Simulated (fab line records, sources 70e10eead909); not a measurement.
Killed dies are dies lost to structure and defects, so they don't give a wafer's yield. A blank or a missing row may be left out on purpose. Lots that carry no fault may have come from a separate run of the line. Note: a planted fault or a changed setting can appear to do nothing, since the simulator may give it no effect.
fab line records    flow nandHarc
record lots=6  wafers=18  lastDay=24
route steps=1159 shown P_CONTACT@249 P_M0@253
lots with no fault: from the same line, run without faults
startH: start of the lot's first displayed wafer, in hours after the record's first day    waitH: hours from the lot's prior step to this one    " identical to the entry in the row above    L1.1+2: one row covering several wafers at once    - no value, or no start given    * or withheld: withheld    < > ~ a bound
route shown NAME@n: NAME is a module with steps in the file, n the number in the route of the first one    usual: the fault-free wafers' mean and standard deviation    same: alike in all rows    chamber/n: place in a boat    sites: each site's reading    _std_site: the values' standard deviation    _edge_site: outer sites' mean less inner sites'    radiusMm: how far each site lies from the wafer's centre    mask NAME#n: copy n    behind: the most recent tool/chamber to have shaped the wafer    hold: cause of the lot's hold/its duration in hours/its outcome    device: transistor that didn't switch, given as n, p or np    end of line: at the end of the route, the tests of the same wafers    a step with no rows: only its recipe    killed: dies that structure and defects cost at the first sort, which is not the same as the wafer's yield    map: the dies of a wafer, with x for killed, . for not killed, _ for no die there
set.NAME: the setting that was run; set.NAME@STEP: the one run at that earlier step    model.NAME: the simulator's own value behind a step, which no gauge read
certain route steps with their lots: each step a table, each wafer a row
services: the hour from which a tool's chamber was out of use, counted from the record's first day as startH (under 0 if before that day), plus the number of hours and why
## steps
# step NHARC_P_CONTACT_CMP_24
# recipe tOverpolishS=30  targetThkNm=200
# usual motorCurrentA=11.7/0.8  overpolishRunS=30.000/0.0093  retainingRingPressureFrac=1.000/0.0052  timeToEndpointS=38.5/2.9
lot.wafer  tool    chamber  startH  waitH  motorCurrentA  overpolishRunS  retainingRingPressureFrac  timeToEndpointS
L710.2     cmp-01  2        135.44  0.6    11.9           30.001          1.007                      37.0
L710.4     "       3        "       "      10.9           29.999          0.999                      42.6
L710.5     "       0        "       "      12.1           30.005          1.000                      39.0
L713.4     cmp-03  3        149.36  0.3    11.9           29.993          1.010                      38.7
L713.2     "       0        "       "      10.4           29.991          1.007                      41.3
L713.5     "       3        "       "      11.4           30.002          1.009                      36.6
L718.4     cmp-03  0        172.44  0.4    10.8           30.024          0.989                      42.4
L718.3     "       3        "       "      12.7           30.003          1.002                      34.2
L718.5     "       1        "       "      11.7           30.005          1.014                      36.6
L721.1     cmp-02  3        194.02  0.6    12.8           30.003          0.997                      36.7
L721.6     "       3        "       "      12.1           30.003          0.998                      36.3
L721.5     "       0        "       "      12.2           29.988          1.001                      43.0
L726.1     cmp-03  2        217.18  0.6    12.0           29.995          0.999                      40.5
L726.3     "       0        "       "      10.7           29.990          0.998                      41.0
L726.6     "       3        "       "      12.7           29.985          0.996                      35.0
L727.1     cmp-02  3        237.66  0.6    13.0           29.986          0.998                      36.7
L727.4     "       2        "       "      11.6           30.007          1.012                      39.0
L727.6     "       3        "       "      12.5           29.996          0.998                      36.2
# step NHARC_P_CONTACT_SRD_26
# step NHARC_P_CONTACT_INSPECT_27
# usual rawDefectCount=301/120
lot.wafer  tool              chamber  startH  waitH  rawDefectCount
L710.2     defectInspect-01  -        135.80  0.1    287
L710.4     "                 -        "       "      212
L710.5     "                 -        "       "      166
L713.2     defectInspect-01  -        149.74  0.1    452
L713.4     "                 -        "       "      311
L713.5     "                 -        "       "      193
L718.3     defectInspect-02  -        172.85  0.1    329
L718.4     "                 -        "       "      289
L718.5     "                 -        "       "      259
L721.1     defectInspect-02  -        194.42  0.1    298
L721.5     "                 -        "       "      197
L721.6     "                 -        "       "      362
L726.1     defectInspect-02  -        217.59  0.1    665
L726.3     "                 -        "       "      323
L726.6     "                 -        "       "      385
L727.1     defectInspect-02  -        239.00  0.1    221
L727.4     "                 -        "       "      418
L727.6     "                 -        "       "      344
# step NHARC_P_M0_DEP_00
# recipe targetThkA=1500  targetThkNm=150  tempC=withheld  pressureTorr=5  flowSccm=200  rfW=600  material=SiOC
# step NHARC_P_M0_DEHYDRATE_01
# recipe tempC=150  timeS=120
# step NHARC_P_M0_HMDS_02
# recipe timeS=30
# step NHARC_P_M0_COAT_33
# recipe tempC=200  timeS=65
# step NHARC_P_M0_COAT_03
# recipe spinRpm=1500  resistThkNm=90
# step NHARC_P_M0_SOFTBAKE_04
# recipe tempC=105  timeS=55
# step NHARC_P_M0_EBR_05
# step NHARC_P_M0_EXPOSE_06
# recipe na=1.35  targetCdNm=90  doseMj=81.28  maskId=P_M0
# step NHARC_P_M0_PEB_07
# recipe pebTempC=100  pebTimeS=65
# usual heaterPowerTotalW=156.7/0.45  plateTempC=99.99/0.14
lot.wafer  tool           chamber  startH  waitH  heaterPowerTotalW  plateTempC
L710.2     lithoTrack-01  0        136.50  0.1    157.2              99.85
L710.4     "              0        "       "      156.5              100.01
L710.5     "              0        "       "      156.5              99.84
L713.2     lithoTrack-01  0        150.56  0.1    157.1              99.81
L713.4     "              0        "       "      157.1              99.88
L713.5     "              0        "       "      157.0              99.83
L718.3     lithoTrack-06  0        173.67  0.0    143.7              93.79
L718.4     "              0        "       "      143.0              93.84
L718.5     "              0        "       "      143.2              93.83
L721.1     lithoTrack-06  0        195.24  0.1    142.7              93.77
L721.5     "              0        "       "      142.7              93.88
L721.6     "              0        "       "      143.9              93.58
L726.1     lithoTrack-01  0        218.41  0.1    157.1              100.21
L726.3     "              0        "       "      155.9              99.90
L726.6     "              0        "       "      156.3              100.21
L727.1     lithoTrack-04  0        240.18  0.1    156.3              100.01
L727.4     "              0        "       "      157.1              100.04
L727.6     "              0        "       "      156.9              99.99
# step NHARC_P_M0_DEVELOP_08
# recipe developTimeS=35  devTempC=23
## services
tool           chamber  startH  hours  kind
cmp-03         -        113.98  2.4    repair
lithoTrack-06  -        117.00  7.0    pm
cmp-02         -        128.50  4.0    pm
cmp-02         -        132.50  -      consumableReplace:conditioner
cmp-02         -        132.50  -      consumableReplace:pad
lithoTrack-04  -        141.00  7.0    pm
cmp-03         -        156.00  4.0    pm
cmp-02         -        156.54  1.3    repair
cmp-03         -        160.00  -      consumableReplace:conditioner
cmp-03         -        160.00  -      consumableReplace:pad
cmp-02         -        183.24  0.3    repair
cmp-03         -        185.58  1.0    repair
cmp-01         -        186.28  4.0    pm
cmp-01         -        190.28  -      consumableReplace:conditioner
cmp-03         -        190.57  6.6    repair
cmp-01         -        192.63  0.6    repair
cmp-02         -        213.32  2.1    repair
cmp-02         -        215.55  0.4    repair
cmp-02         -        220.39  1.6    repair
cmp-01         -        224.70  2.0    repair
cmp-02         -        226.50  4.0    pm
cmp-02         -        230.50  -      consumableReplace:conditioner
cmp-02         -        230.50  -      consumableReplace:pad
cmp-01         -        233.93  1.0    repair
## key
firstSign step=NHARC_P_M0_PEB_07  reading=plateTempC  direction=down  sigmas=43  usual=*  struck=*
effect step=NHARC_P_M0_PEB_07  reading=heaterPowerTotalW  direction=down  sigmas=30  usual=*  struck=*
metAt NHARC_P_M0_PEB_07
struckWafers L718.3,L718.4,L718.5,L721.1,L721.5,L721.6
laterRowsLeftOut L718.3,L718.4,L718.5,L721.1,L721.5,L721.6
sortLeftOut L718.3,L718.4,L718.5,L721.1,L721.5,L721.6
loopTrim step=NHARC_P_CONTACT_EXPOSE_09  setting=dose  lots=L718
fault kind=processParameterDrift  tool=lithoTrack-06  chamber=-  onsetH=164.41  steps=NHARC_P_M0_PEB_07  channel=pebTempC  offset=*  shape=step  endH=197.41  actsIn=*  stated=*
# sortLeftOut: the simulated sort isn't trusted on such a fault, so these wafers' sort isn't shown, and their yield isn't known
# laterRowsLeftOut: the simulator's readings of these wafers behind a module that went badly wrong aren't trusted and aren't shown, but for the sort
# loopTrim: a control loop set the setting to another value than it would have without faults
